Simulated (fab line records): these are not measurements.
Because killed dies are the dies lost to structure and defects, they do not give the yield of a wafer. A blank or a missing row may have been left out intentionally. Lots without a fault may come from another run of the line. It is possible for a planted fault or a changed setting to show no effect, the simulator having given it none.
Chamber matching | flow n5Finfet | 4 sister chambers for N5_SDB_HM_OPEN_20 on rieDiel-03
The step chemistry CH3F/O2, target SiNx, stops on poly-Si, target depth 24 nm. 14 wafers are shown with their chamber, then 7 later ones without.

== WAFERS PAIRED WITH THEIR CHAMBERS ==
wafer  | chamber | showerheadPlenumPTorr (Torr) | drypumpMotorCurrentA (A) | throttleValvePct (%)
L076.1 | 3       | 2.05                         | 5.6                      | 16.02
L076.3 | 1       | 1.88                         | 5.6                      | 16.55
L076.4 | 3       | 2.05                         | 5.6                      | 16.02
L078.1 | 0       | 2.04                         | 6.1                      | 16.60
L078.2 | 1       | 1.87                         | 5.7                      | 16.54
L078.5 | 3       | 2.04                         | 5.6                      | 16.03
L079.1 | 2       | 2.12                         | 5.5                      | 16.34
L079.5 | 2       | 2.12                         | 5.5                      | 16.34
L079.6 | 3       | 2.04                         | 5.6                      | 16.05
L080.1 | 3       | 2.04                         | 5.6                      | 16.05
L080.2 | 2       | 2.12                         | 5.5                      | 16.35
L080.6 | 3       | 2.04                         | 5.6                      | 16.05
L086.2 | 0       | 2.03                         | 6.1                      | 16.64
L086.4 | 2       | 2.12                         | 5.5                      | 16.37

SIGNATURES (means of the wafers above)
reading               | chamber 0 | chamber 1 | chamber 2 | chamber 3 | scatter within a chamber
showerheadPlenumPTorr | 2.0350    | 1.8750    | 2.1200    | 2.0433    | 0.00483
drypumpMotorCurrentA  | 6.100     | 5.650     | 5.500     | 5.600     | 0.0224
throttleValvePct      | 16.6200   | 16.5450   | 16.3500   | 16.0367   | 0.0161
Rule: for a wafer and a chamber, the distance is found by dividing, reading by reading, the gap between the wafer's reading and the chamber's mean by the reading's scatter, squaring, summing and taking the root. If the next closest chamber is less than 2 further off than the closest, the wafer can't be placed; otherwise it belongs to the closest. The scatter is the square root of a quotient: the sum, over the shown wafers, of each reading's squared deviation from its chamber's mean, divided by wafers minus chambers.

== WAFERS MISSING THEIR CHAMBER ==
wafer  | showerheadPlenumPTorr (Torr) | drypumpMotorCurrentA (A) | throttleValvePct (%)
L086.6 | 2.04                         | 5.6                      | 16.08
L087.1 | 2.03                         | 6.2                      | 16.63
L087.3 | 2.04                         | 5.7                      | 16.06
L087.6 | 2.04                         | 5.6                      | 16.07
L089.3 | 2.03                         | 5.7                      | 16.09
L089.4 | 2.03                         | 6.1                      | 16.64
L089.5 | 2.12                         | 5.6                      | 16.06

== THE CHAMBER EACH PASSED THROUGH ==
wafer  | from the rows above | in truth
L086.6 | 3                   | 3
L087.1 | 0                   | 0
L087.3 | 3                   | 3
L087.6 | 3                   | 3
L089.3 | 3                   | 3
L089.4 | 0                   | 0
L089.5 | 3                   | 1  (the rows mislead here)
6 of 7 placed correctly. Number that these rows cannot place: 0. Placed wrongly: 1.
